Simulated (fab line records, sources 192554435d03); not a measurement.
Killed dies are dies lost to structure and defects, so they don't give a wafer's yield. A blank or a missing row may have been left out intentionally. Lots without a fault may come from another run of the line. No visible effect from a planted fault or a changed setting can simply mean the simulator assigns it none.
Which of the tools did it? | flow n5 finfet | 11 lots, 33 wafers sampled, at 4 steps of a route of 1938

== WHAT THE GAUGES READ, wafer by wafer ==
N5_BEOL_M11_INSPECT_13: inspects for defects (brightfield). Usual: raw defect count reads 425 (standard deviation 92).
lot  | measured     | on                | raw defect count | flag
L646 | day 11 02:28 | defect inspect-01 | 484 595 616      |
L644 | day 11 02:43 | defect inspect-01 | 461 403 519      |
L645 | day 11 03:24 | defect inspect-01 | 317 290 280      |
L651 | day 12 15:00 | defect inspect-01 | 392 393 431      |
L652 | day 12 16:20 | defect inspect-02 | 292 365 278      |
L653 | day 12 23:41 | defect inspect-01 | 289 328 240      |
L654 | day 13 11:10 | defect inspect-02 | 441 272 450      |
L657 | day 14 08:40 | defect inspect-02 | 506 509 541      |
L662 | day 15 08:52 | defect inspect-02 | 561 350 398      |
L665 | day 16 09:49 | defect inspect-02 | 374 321 547      |
L666 | day 16 18:04 | defect inspect-02 | 578 491 391      |

N5_BEOL_M11_CD_MEAS_28: target cd 70 nm. Usual: cd nm reads 70.3 nm (standard deviation 0.91).
lot  | measured     | on        | cd nm (nm)     | flag
L646 | day 11 03:25 | cd sem-01 | 69.5 71.0 69.5 |
L644 | day 11 03:47 | cd sem-01 | 70.0 67.4 70.2 |
L645 | day 11 04:20 | cd sem-03 | 72.2 70.9 71.2 |
L651 | day 12 16:05 | cd sem-01 | 70.3 70.1 70.9 |
L652 | day 12 17:26 | cd sem-03 | 70.7 70.2 70.5 |
L653 | day 13 02:43 | cd sem-03 | 70.2 70.8 70.4 |
L654 | day 13 12:07 | cd sem-02 | 71.3 70.3 70.4 |
L657 | day 14 11:25 | cd sem-01 | 70.5 70.0 70.8 |
L662 | day 15 09:49 | cd sem-03 | 63.9 70.5 64.4 | OFF
L665 | day 16 10:46 | cd sem-02 | 69.9 69.2 69.2 |
L666 | day 16 20:21 | cd sem-01 | 69.8 70.3 69.5 |

== EACH LOT AND THE TOOL THAT RAN IT (in order: tool; ch and the chambers of the sampled wafers; start) ==
lot  | N5_BEOL_M10_ANNEAL_51            | N5_BEOL_M11_PEB_26
L646 | rtp anneal-01 ch 0, day 10 23:47 | litho track-03 ch 0, day 11 03:21
L644 | rtp anneal-01 ch 0, day 11 00:11 | litho track-05 ch 0, day 11 03:44
L645 | rtp anneal-01 ch 0, day 11 00:32 | litho track-03 ch 0, day 11 04:16
L651 | rtp anneal-01 ch 0, day 12 11:40 | litho track-04 ch 0, day 12 16:01
L652 | rtp anneal-01 ch 0, day 12 13:23 | litho track-04 ch 0, day 12 17:22
L653 | rtp anneal-01 ch 0, day 12 21:31 | litho track-05 ch 0, day 13 02:38
L654 | rtp anneal-01 ch 0, day 13 07:33 | litho track-04 ch 0, day 13 12:02
L657 | rtp anneal-01 ch 0, day 14 05:26 | litho track-04 ch 0, day 14 11:20
L662 | rtp anneal-01 ch 0, day 15 06:30 | litho track-03 ch 0, day 15 09:45
L665 | rtp anneal-02 ch 0, day 16 04:49 | litho track-05 ch 0, day 16 10:41
L666 | rtp anneal-02 ch 0, day 16 14:22 | litho track-05 ch 0, day 16 20:17
- N5_BEOL_M10_ANNEAL_51: time 90 s.
- N5_BEOL_M11_PEB_26: peb time 60 s.

== AS READ BY THE TOOLS THEMSELVES (means over the sampled wafers that have a number; for cases with no such wafer, the mark the record gives instead) ==
N5_BEOL_M10_ANNEAL_51. Usual: anneal temp c max 225.97, standard deviation 0.21; wafer_temp_C_max 225.9, standard deviation 0.3.
lot  | tool          | anneal temp c max | wafer_temp_C_max | flag
L646 | rtp anneal-01 | 226.16            | 225.6            |
L644 | rtp anneal-01 | 226.06            | 225.6            |
L645 | rtp anneal-01 | 226.17            | 225.9            |
L651 | rtp anneal-01 | 226.04            | 225.7            |
L652 | rtp anneal-01 | 226.14            | 225.4            |
L653 | rtp anneal-01 | 225.88            | 225.9            |
L654 | rtp anneal-01 | 225.78            | 225.7            |
L657 | rtp anneal-01 | 225.88            | 226.0            |
L662 | rtp anneal-01 | 226.09            | 225.9            |
L665 | rtp anneal-02 | 226.13            | 226.4            |
L666 | rtp anneal-02 | 225.87            | 226.1            |

== THE ANSWER, worked out from the rows above alone ==
Rule: a lot counts as off when the mean over its wafers that have a number is more than 3 standard deviations away from the usual mean. Also off: a lot with no number at a reading for which 4 or more lots have one. Where the step has rows for the other lots, those lots are counted as sound. The gauges are gone through in route order, then the tools' own readings, and for those a lot's mean is taken as printed above. At the first step where some lot is off, the reading lying furthest off is the one used; lots without a number count as furthest.
Off: L662, at N5_BEOL_M11_CD_MEAS_28 (cd nm).
If a tool, at a process step before that reading, ran all the lots that are off and no sound lot after the first of them, it fits. The gauges at N5_BEOL_M11_CD_MEAS_28 are tried like those tools. Can't be told from this: 3 tools fit, rtp anneal-01 at N5_BEOL_M10_ANNEAL_51, litho track-03 at N5_BEOL_M11_PEB_26, cd sem-03 at N5_BEOL_M11_CD_MEAS_28.

== WHAT THE SIMULATOR HAD PUT IN ==
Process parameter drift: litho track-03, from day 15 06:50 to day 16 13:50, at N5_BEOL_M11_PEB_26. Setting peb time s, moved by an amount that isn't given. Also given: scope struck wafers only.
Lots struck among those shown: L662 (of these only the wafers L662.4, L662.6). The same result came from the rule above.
